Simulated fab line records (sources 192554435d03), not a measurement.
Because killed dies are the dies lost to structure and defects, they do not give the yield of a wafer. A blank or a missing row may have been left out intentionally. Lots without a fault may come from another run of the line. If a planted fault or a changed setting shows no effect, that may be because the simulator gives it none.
Which tool did it? + flow n5 finfet + 24 wafers from 8 lots sampled at 5 of the route's 1938 steps

WHAT EACH GAUGE READ, for each wafer
N5_BEOL_M4_RC_MEAS_101. Usual: DIBL_N 35.9 mV/V, standard deviation 1.3; DIBL_P 35.9 mV/V, standard deviation 1.5; IOFF_N 0.152 nA/um, standard deviation 0.023; IOFF_P 0.204 nA/um, standard deviation 0.027; ION_N 673 uA/um, standard deviation 9.2; ION_P 462 uA/um, standard deviation 6.7; SS_N 71.4 mV/dec, standard deviation 0.48; SS_P 73.2 mV/dec, standard deviation 0.55; VT_N 250.3 mV, standard deviation 2.6; VT_P -250.6 mV, standard deviation 3.
| lot  | measured     | on        | DIBL_N (mV/V)  | DIBL_P (mV/V)  | IOFF_N (nA/um)    | IOFF_P (nA/um)    | ION_N (uA/um) | ION_P (uA/um) | SS_N (mV/dec)  | SS_P (mV/dec)  | VT_N (mV)         | VT_P (mV)            | flag |
|------|--------------|-----------|----------------|----------------|-------------------|-------------------|---------------|---------------|----------------|----------------|-------------------|----------------------|------|
| L400 | day 8 18:44  | prober-01 | 35.9 35.3 34.9 | 36.2 35.8 36.1 | 0.177 0.163 0.159 | 0.208 0.198 0.204 | 682 679 676   | 458 459 464   | 71.3 71.8 70.8 | 73.9 73.7 73.1 | 246.9 248.9 248.7 | -250.4 -251.5 -252.7 |      |
| L405 | day 10 14:52 | prober-02 | 36.6 37.2 36.1 | 35.2 36.9 34.5 | 0.144 0.167 0.141 | 0.217 0.244 0.198 | 665 671 659   | 462 464 449   | 71.6 72.1 71.9 | 73.5 74.2 72.5 | 252.7 248.3 253.3 | -248.6 -249.5 -251.8 |      |
| L406 | day 11 00:04 | prober-02 | 34.9 34.8 34.8 | 35.7 33.9 34.9 | 0.133 0.126 0.130 | 0.189 0.161 0.178 | 680 670 668   | 467 454 462   | 71.8 71.0 71.0 | 73.1 73.6 72.1 | 252.7 253.6 253.5 | -250.8 -254.7 -252.7 |      |
| L418 | day 13 17:34 | prober-01 | 36.5 35.8 36.4 | 36.4 35.8 36.3 | 0.174 0.162 0.172 | 0.228 0.218 0.228 | 688 681 677   | 471 469 468   | 71.9 72.0 71.1 | 72.9 72.9 72.5 | 246.3 248.6 245.5 | -248.1 -249.2 -247.2 |      |
| L420 | day 14 01:35 | prober-02 | 35.1 35.0 35.1 | 35.8 36.8 36.6 | 0.128 0.132 0.138 | 0.167 0.175 0.171 | 669 668 672   | 455 454 456   | 71.1 71.7 71.8 | 73.3 73.4 73.2 | 255.3 253.2 252.9 | -254.2 -253.3 -257.5 |      |
| L421 | day 14 19:56 | prober-01 | 41.0 37.6 38.4 | 40.4 35.8 36.5 | 0.248 0.157 0.177 | 0.306 0.216 0.238 | 686 667 669   | 469 459 455   | 72.2 72.2 71.4 | 74.8 73.7 74.4 | 245.1 251.9 249.1 | -245.4 -252.3 -249.1 |      |

TOOL THAT RAN EACH LOT (tool first, then ch and the chambers of the sampled wafers, then the start)
| lot  | N5_MOL_CONTACT_COAG_DESCUM_88      | N5_MOL_CONTACT_COAG_ALD_131       | N5_MOL_CONTACT_COAG_ETCHBACK_135   | N5_MOL_CONTACT_COAG_ETCH_47        |
|------|------------------------------------|-----------------------------------|------------------------------------|------------------------------------|
| L400 | rie diel-02 ch 0,1,3, day 5 12:36  | ald sin-03 ch 0,1,3, day 5 12:44  | rie diel-02 ch 1,2, day 5 13:04    | rie diel-02 ch 1,2, day 5 13:13    |
| L405 | rie diel-02 ch 1,2,3, day 6 13:43  | ald sin-03 ch 0,1,3, day 6 13:52  | rie diel-04 ch 0,2,3, day 6 14:17  | rie diel-04 ch 0,2,3, day 6 14:25  |
| L406 | rie diel-05 ch 1,2,3, day 7 04:52  | ald sin-02 ch 1,3, day 7 05:02    | rie diel-05 ch 0,2,3, day 7 05:20  | rie diel-05 ch 0,2,3, day 7 05:29  |
| L412 | rie diel-05 ch 0,1,3, day 8 13:47  | ald sin-04 ch 0,1,2, day 8 13:55  | rie diel-02 ch 0,1, day 8 14:14    | rie diel-02 ch 0,1, day 8 14:22    |
| L413 | rie diel-05 ch 0,1,2, day 8 14:43  | ald sin-02 ch 2,3, day 8 14:50    | rie diel-05 ch 0,2, day 8 15:10    | rie diel-05 ch 0,2, day 8 15:19    |
| L418 | rie diel-02 ch 0,1,3, day 9 20:31  | ald sin-03 ch 0,1,2, day 9 20:40  | rie diel-02 ch 0,1,3, day 9 20:59  | rie diel-02 ch 0,1,3, day 9 21:08  |
| L420 | rie diel-05 ch 2,3, day 10 06:31   | ald sin-04 ch 1,2, day 10 06:39   | rie diel-05 ch 2,3, day 10 06:58   | rie diel-05 ch 2,3, day 10 07:06   |
| L421 | rie diel-05 ch 0,1,2, day 10 11:05 | ald sin-04 ch 0,1,3, day 10 11:13 | rie diel-02 ch 0,2,3, day 10 11:31 | rie diel-02 ch 0,2,3, day 10 11:40 |
- N5_MOL_CONTACT_COAG_DESCUM_88: chemistry O2, time 7 s.
- N5_MOL_CONTACT_COAG_ALD_131: deposits SiO2, target thk 5 nm, pulse time 1 s, co reactant pulse time 1 s.
- N5_MOL_CONTACT_COAG_ETCHBACK_135: etches SiO2 in CHF3, target depth 25 nm, time 16.7 s.
- N5_MOL_CONTACT_COAG_ETCH_47: etches SiNx in CH3F/O2, stops on W, target depth 27 nm.

WHAT THE TOOLS THEMSELVES READ (means of the sampled wafers that have a number; where no wafer has one, the mark that the record gives instead)
N5_MOL_CONTACT_COAG_DESCUM_88. Usual: drypump motor current A 5.8 A, standard deviation 0.37; oes product au 0.80 a.u., standard deviation 0.084; rf vpp V 243.7 V, standard deviation 1.8; showerhead plenum p Torr 2.13 Torr, standard deviation 0.1; throttle valve pct 20.33 %, standard deviation 0.15.
| lot  | tool        | drypump motor current A (A) | oes product au (a.u.) | rf vpp V (V) | showerhead plenum p Torr (Torr) | throttle valve pct (%) | flag |
|------|-------------|-----------------------------|-----------------------|--------------|---------------------------------|------------------------|------|
| L400 | rie diel-02 | 5.5                         | 0.83                  | 245.4        | 2.20                            | 20.20                  |      |
| L405 | rie diel-02 | 5.9                         | 0.76                  | 244.3        | 2.15                            | 20.36                  |      |
| L406 | rie diel-05 | 5.8                         | 0.81                  | 242.4        | 2.11                            | 20.46                  |      |
| L412 | rie diel-05 | 5.7                         | 0.74                  | 243.5        | 2.08                            | 20.46                  |      |
| L413 | rie diel-05 | 5.6                         | 0.81                  | 243.2        | 2.11                            | 20.34                  |      |
| L418 | rie diel-02 | 5.6                         | 0.79                  | 245.3        | 2.19                            | 20.26                  |      |
| L420 | rie diel-05 | 6.1                         | 0.76                  | 244.0        | 2.18                            | 20.54                  |      |
| L421 | rie diel-05 | 5.6                         | 0.79                  | 243.6        | 2.10                            | 20.36                  |      |

N5_MOL_CONTACT_COAG_ALD_131. Usual: chamber pressure Torr 2.000 Torr, standard deviation 0.0041; heater power w 81 W, standard deviation 9.6; precursor pulse height rel 1.001, standard deviation 0.021; susceptor temp C 100.00 C, standard deviation 0.13.
| lot  | tool       | chamber pressure Torr (Torr) | heater power w (W) | precursor pulse height rel | susceptor temp C (C) | flag |
|------|------------|------------------------------|--------------------|----------------------------|----------------------|------|
| L400 | ald sin-03 | 1.999                        | 77                 | 1.003                      | 99.87                |      |
| L405 | ald sin-03 | 2.002                        | 75                 | 1.001                      | 99.92                |      |
| L406 | ald sin-02 | 1.999                        | 84                 | 0.995                      | 99.99                |      |
| L412 | ald sin-04 | 1.999                        | 79                 | 1.022                      | 99.91                |      |
| L413 | ald sin-02 | 1.996                        | 91                 | 1.015                      | 100.00               |      |
| L418 | ald sin-03 | 1.996                        | 75                 | 1.007                      | 99.92                |      |
| L420 | ald sin-04 | 1.998                        | 81                 | 0.992                      | 100.02               |      |
| L421 | ald sin-04 | 1.999                        | 85                 | 1.010                      | 100.11               |      |

N5_MOL_CONTACT_COAG_ETCHBACK_135. Usual: drypump motor current A 5.9 A, standard deviation 0.36; oes product au 0.79 a.u., standard deviation 0.08; rf vpp V 526 V, standard deviation 4; showerhead plenum p Torr 2.41 Torr, standard deviation 0.11; throttle valve pct 18.64 %, standard deviation 0.17.
| lot  | tool        | drypump motor current A (A) | oes product au (a.u.) | rf vpp V (V) | showerhead plenum p Torr (Torr) | throttle valve pct (%) | flag |
|------|-------------|-----------------------------|-----------------------|--------------|---------------------------------|------------------------|------|
| L400 | rie diel-02 | 5.8                         | 0.79                  | 530          | 2.46                            | 18.72                  |      |
| L405 | rie diel-04 | 6.2                         | 0.85                  | 526          | 2.41                            | 18.61                  |      |
| L406 | rie diel-05 | 5.9                         | 0.80                  | 528          | 2.49                            | 18.66                  |      |
| L412 | rie diel-02 | 5.4                         | 0.83                  | 526          | 2.52                            | 18.51                  |      |
| L413 | rie diel-05 | 5.6                         | 0.81                  | 530          | 2.49                            | 18.53                  |      |
| L418 | rie diel-02 | 5.6                         | 0.79                  | 527          | 2.49                            | 18.57                  |      |
| L420 | rie diel-05 | 6.1                         | 0.76                  | 525          | 2.47                            | 18.83                  |      |
| L421 | rie diel-02 | 5.9                         | 0.85                  | 525          | 2.43                            | 18.49                  |      |

N5_MOL_CONTACT_COAG_ETCH_47. Usual: CH3F_flow_sccm 30.00 sccm, standard deviation 0.096; O2_flow_sccm 20.00 sccm, standard deviation 0.059; drypump motor current A 5.9 A, standard deviation 0.36; etch rf on time s 31.1 s, standard deviation 0.42; oes product au 0.71 a.u., standard deviation 0.07; rf vpp V 298.4 V, standard deviation 2.3; showerhead plenum p Torr 2.03 Torr, standard deviation 0.094; throttle valve pct 16.27 %, standard deviation 0.17.
| lot  | tool        | CH3F_flow_sccm (sccm) | O2_flow_sccm (sccm) | drypump motor current A (A) | etch rf on time s (s) | oes product au (a.u.) | rf vpp V (V) | showerhead plenum p Torr (Torr) | throttle valve pct (%) | flag |
|------|-------------|-----------------------|---------------------|-----------------------------|-----------------------|-----------------------|--------------|---------------------------------|------------------------|------|
| L400 | rie diel-02 | 30.08                 | 19.99               | 5.8                         | 31.0                  | 0.71                  | 301.0        | 2.07                            | 16.33                  |      |
| L405 | rie diel-04 | 29.99                 | 19.95               | 6.2                         | 30.7                  | 0.76                  | 298.5        | 2.02                            | 16.22                  |      |
| L406 | rie diel-05 | 29.98                 | 19.98               | 5.9                         | 31.1                  | 0.72                  | 299.7        | 2.09                            | 16.30                  |      |
| L412 | rie diel-02 | -                     | -                   | -                           | -                     | -                     | -            | -                               | -                      | OFF  |
| L413 | rie diel-05 | -                     | -                   | -                           | -                     | -                     | -            | -                               | -                      | OFF  |
| L418 | rie diel-02 | 30.05                 | 20.00               | 5.6                         | 31.4                  | 0.70                  | 299.3        | 2.10                            | 16.19                  |      |
| L420 | rie diel-05 | 30.07                 | 19.99               | 6.1                         | 31.2                  | 0.68                  | 298.2        | 2.08                            | 16.48                  |      |
| L421 | rie diel-02 | 29.99                 | 20.00               | 5.9                         | 31.2                  | 0.75                  | 298.8        | 2.04                            | 16.11                  |      |

THE ANSWER, worked out from the rows above alone
Rule: lot off if the mean of its wafers having a number is beyond 3 standard deviations from the usual mean. Also off: a lot with no number at a reading for which 4 or more lots have one. The other lots that the step has rows for count as sound. Order of review: gauges by route order, followed by the tools' own readings, for which a lot's mean as printed above is used. At the first step where some lot is off, the reading lying furthest off is the one used; lots without a number count as furthest.
Off: L412, L413, at N5_MOL_CONTACT_COAG_ETCH_47 (CH3F_flow_sccm). Without a number there: L412, L413.
A tool fits if, at that step or a process step before it, it ran every lot that is off, and no sound lot after the first of them. Of those tried, none fits.

WHAT THE SIMULATOR HAD PUT IN
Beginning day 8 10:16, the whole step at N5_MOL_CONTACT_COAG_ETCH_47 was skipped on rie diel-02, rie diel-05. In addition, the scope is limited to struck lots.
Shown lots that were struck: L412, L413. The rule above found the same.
